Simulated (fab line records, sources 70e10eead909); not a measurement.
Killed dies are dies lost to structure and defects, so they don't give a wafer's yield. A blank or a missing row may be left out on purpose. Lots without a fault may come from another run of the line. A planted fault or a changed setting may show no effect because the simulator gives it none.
Which tool did it? | flow nand_harc | 11 lots, 33 wafers sampled, at 6 steps of a route of 1159

WHAT THE GAUGES READ, wafer by wafer
NHARC_P_GATE_CD_MEAS_11: target cd 1640 nm.
lot  | measured    | on        | cd_nm (nm)
L717 | day 3 23:30 | cd_sem-01 | 1640.6 1641.4 1640.1
L721 | day 5 04:25 | cd_sem-03 | 1640.5 1642.7 1642.0
L718 | day 5 04:23 | cd_sem-03 | - - -
L730 | day 7 07:17 | cd_sem-03 | 1640.9 1640.9 1641.3
L729 | day 7 07:36 | cd_sem-01 | 1639.9 1637.1 1640.8
L732 | day 7 15:40 | cd_sem-02 | 1637.4 1641.2 1639.4
L733 | day 8 03:08 | cd_sem-02 | 1643.3 1641.5 1642.3
L735 | day 8 16:29 | cd_sem-02 | 1639.0 1641.3 1641.1
L736 | day 8 16:39 | cd_sem-01 | 1639.0 1639.3 1636.2
L738 | day 9 06:55 | cd_sem-03 | 1639.8 1640.7 1638.4
L740 | day 9 20:28 | cd_sem-03 | 1641.9 1641.5 1642.1

NHARC_END_SORT_01.
lot  | measured     | on        | killed_at_array | killed_at_other | killed_at_periphery | killed_dies | killed_open | killed_short
L718 | day 21 00:12 | prober-01 | 24 24 26        | 0 0 0           | 653 653 651         | 677 677 677 | 0 4 5       | 1 3 0

WHICH TOOL RAN EACH LOT (tool, then ch and the chambers of the sampled wafers, then the start)
lot  | NHARC_P_STI_ETCH_42               | NHARC_P_STI_ETCH_31                          | NHARC_P_GATE_EXPOSE_08           | NHARC_P_GATE_HM_DEP_102
L717 | rie_diel-03 ch 0,2,3, day 2 11:27 | rie_diel-03 ch 0,1,2, day 3 23:21 or earlier | krf_scanner-04 ch 0, day 3 23:21 | acl_dep-01 ch 0, day 4 12:41
L721 | rie_diel-04 ch 0,1, day 3 09:31   | rie_diel-04 ch 0,2, day 5 04:16 or earlier   | krf_scanner-04 ch 0, day 5 04:16 | acl_dep-02 ch 0, day 5 16:41
L718 | rie_diel-03 ch 0,1,3, day 3 09:41 | rie_diel-03 ch 0,2,3, day 5 04:14 or earlier | krf_scanner-04 ch 0, day 5 04:14 | acl_dep-03 ch 0, day 5 16:48
L730 | rie_diel-03 ch 0,1, day 5 16:56   | rie_diel-03 ch 2,3, day 7 07:08 or earlier   | krf_scanner-01 ch 0, day 7 07:08 | acl_dep-01 ch 0, day 7 20:06
L729 | rie_diel-10 ch 1,2, day 5 17:09   | rie_diel-10 ch 0,2,3, day 7 07:26 or earlier | krf_scanner-04 ch 0, day 7 07:26 | acl_dep-01 ch 0, day 7 20:31
L732 | rie_diel-10 ch 0,3, day 6 06:50   | rie_diel-10 ch 1,2,3, day 7 15:30 or earlier | krf_scanner-01 ch 0, day 7 15:30 | acl_dep-01 ch 0, day 8 05:17
L733 | rie_diel-10 ch 0,1,2, day 6 13:17 | rie_diel-10 ch 0,2,3, day 8 02:59 or earlier | krf_scanner-04 ch 0, day 8 02:59 | acl_dep-02 ch 0, day 8 17:07
L735 | rie_diel-10 ch 1,2,3, day 7 02:01 | rie_diel-10 ch 0,1,2, day 8 16:20 or earlier | krf_scanner-03 ch 0, day 8 16:20 | acl_dep-03 ch 0, day 9 07:27
L736 | rie_diel-04 ch 1,2, day 7 02:04   | rie_diel-04 ch 2,3, day 8 16:30 or earlier   | krf_scanner-04 ch 0, day 8 16:30 | acl_dep-03 ch 0, day 9 06:55
L738 | rie_diel-04 ch 0,1,2, day 7 18:22 | rie_diel-04 ch 0,1,2, day 9 06:46 or earlier | krf_scanner-03 ch 0, day 9 06:46 | acl_dep-01 ch 0, day 9 21:11
L740 | rie_diel-10 ch 1,2,3, day 8 06:10 | rie_diel-10 ch 0,1,2, day 9 20:18 or earlier | krf_scanner-01 ch 0, day 9 20:18 | acl_dep-02 ch 0, day 10 15:15
- NHARC_P_STI_ETCH_42: etches the open film in N2/H2, target depth 80 nm, overetch 24 nm, time 61 s.
- NHARC_P_STI_ETCH_31: etches the open film in CF4/CHF3, target depth 108.9 nm, time 54.5 s.
- NHARC_P_GATE_EXPOSE_08: exposes mask P HV.
- NHARC_P_GATE_HM_DEP_102: deposits aC, target thk 120 nm.

WHAT THE TOOLS THEMSELVES READ (means of the sampled wafers that have a number; where no wafer has one, the mark that the record gives instead)
NHARC_P_STI_ETCH_42.
lot  | tool        | bias_w (W) | drypump_motor_current_A (A) | h2_flow_sccm (sccm) | oes_product_au (a.u.) | rf_vpp_V (V) | showerhead_plenum_p_Torr (Torr) | throttle_valve_pct (%)
L717 | rie_diel-03 | 150.0      | 5.6                         | 150.2               | 0.996                 | 433.7        | 2.14                            | 14.176
L721 | rie_diel-04 | 150.4      | 6.1                         | 150.2               | 0.999                 | 431.7        | 2.07                            | 14.177
L718 | rie_diel-03 | 149.9      | 5.5                         | 149.9               | 0.999                 | 430.9        | 2.06                            | 14.181
L730 | rie_diel-03 | 150.1      | 5.3                         | 150.2               | 0.987                 | 428.3        | 1.98                            | 14.159
L729 | rie_diel-10 | 149.9      | 5.6                         | 149.9               | 1.006                 | 428.6        | 1.98                            | 14.170
L732 | rie_diel-10 | 150.0      | 6.0                         | 150.2               | 0.998                 | 430.7        | 2.06                            | 14.170
L733 | rie_diel-10 | 150.0      | 5.7                         | 149.8               | 0.999                 | 429.3        | 2.01                            | 14.161
L735 | rie_diel-10 | 149.8      | 5.8                         | 150.0               | 1.007                 | 428.7        | 1.98                            | 14.171
L736 | rie_diel-04 | 149.8      | 5.6                         | 149.9               | 0.996                 | 431.2        | 2.06                            | 14.173
L738 | rie_diel-04 | 149.8      | 5.8                         | 150.7               | 0.994                 | 430.2        | 2.03                            | 14.159
L740 | rie_diel-10 | 149.9      | 5.8                         | 150.2               | 1.004                 | 428.3        | 1.98                            | 14.169

NHARC_P_STI_ETCH_31.
lot  | tool        | bias_w (W) | drypump_motor_current_A (A) | oes_product_au (a.u.) | rf_vpp_V (V) | showerhead_plenum_p_Torr (Torr) | throttle_valve_pct (%)
L717 | rie_diel-03 | 200.3      | 5.5                         | 0.967                 | 371.1        | 1.59                            | 16.808
L721 | rie_diel-04 | 200.1      | 5.5                         | 0.979                 | 368.2        | 1.51                            | 16.800
L718 | rie_diel-03 | 199.9      | 5.7                         | 0.953                 | 373.6        | 1.64                            | 16.809
L730 | rie_diel-03 | 199.5      | 5.8                         | 0.973                 | 374.2        | 1.67                            | 16.797
L729 | rie_diel-10 | 199.5      | 6.0                         | 0.974                 | 369.5        | 1.57                            | 16.799
L732 | rie_diel-10 | 200.0      | 5.8                         | 0.979                 | 368.9        | 1.53                            | 16.792
L733 | rie_diel-10 | 200.1      | 6.0                         | 0.942                 | 369.8        | 1.57                            | 16.792
L735 | rie_diel-10 | 200.4      | 5.7                         | 0.966                 | 369.9        | 1.55                            | 16.799
L736 | rie_diel-04 | 200.1      | 5.2                         | 0.925                 | 369.7        | 1.55                            | 16.798
L738 | rie_diel-04 | 199.5      | 5.7                         | 0.969                 | 370.6        | 1.56                            | 16.802
L740 | rie_diel-10 | 200.0      | 5.7                         | 0.984                 | 370.1        | 1.55                            | 16.801

NHARC_P_GATE_EXPOSE_08.
lot  | tool           | stage_vel_mm_s (mm/s)
L717 | krf_scanner-04 | 499.98
L721 | krf_scanner-04 | 499.93
L718 | krf_scanner-04 | 499.71
L730 | krf_scanner-01 | 500.18
L729 | krf_scanner-04 | 499.55
L732 | krf_scanner-01 | 500.36
L733 | krf_scanner-04 | 499.99
L735 | krf_scanner-03 | 499.92
L736 | krf_scanner-04 | 500.28
L738 | krf_scanner-03 | 500.13
L740 | krf_scanner-01 | 499.94

NHARC_P_GATE_HM_DEP_102.
lot  | tool       | throttle_valve_pct (%)
L717 | acl_dep-01 | 34.997
L721 | acl_dep-02 | 34.997
L718 | acl_dep-03 | 34.991
L730 | acl_dep-01 | 34.991
L729 | acl_dep-01 | 34.997
L732 | acl_dep-01 | 35.008
L733 | acl_dep-02 | 34.992
L735 | acl_dep-03 | 34.999
L736 | acl_dep-03 | 34.995
L738 | acl_dep-01 | 34.998
L740 | acl_dep-02 | 34.996

THE ANSWER, worked out from the rows above alone
Rule: what is usual is taken from the lots themselves. Put in order of their means at a reading, lots are off if they are a third of the lots or fewer, leave a main group of 4 or more, and stand apart from it by a gap of 3 or more times the standard deviation of the main group's means; of several such gaps the widest counts. A main group whose means are all the same, to the digits that the tables above print for the reading, isn't used. A lot without any number at a reading at which 4 lots or more have one is off too. The other lots that the step has rows for count as sound. The gauges are gone through in route order, then the tools' own readings, and for those a lot's mean is taken as printed above. The first step at which some lot is off is used, and at that step the reading that is off furthest; a lot without a number counts as furthest.
Off: L718, at NHARC_P_GATE_CD_MEAS_11 (cd_nm). Without a number there: L718. The main group: mean 1640.5 nm, standard deviation 1.3.
A tool fits if, at a process step before that reading, it ran every lot that is off, and no sound lot after the first of them. The gauges at NHARC_P_GATE_CD_MEAS_11 aren't tried: what is off there is off at NHARC_P_STI_ETCH_31 too, on other tools, and a gauge's error can't cause that. NHARC_P_STI_ETCH_31 gives no start for some lots, so the hours and the order of its lots are those of NHARC_P_GATE_EXPOSE_08. None of those tried fits.

WHAT THE SIMULATOR HAD PUT IN
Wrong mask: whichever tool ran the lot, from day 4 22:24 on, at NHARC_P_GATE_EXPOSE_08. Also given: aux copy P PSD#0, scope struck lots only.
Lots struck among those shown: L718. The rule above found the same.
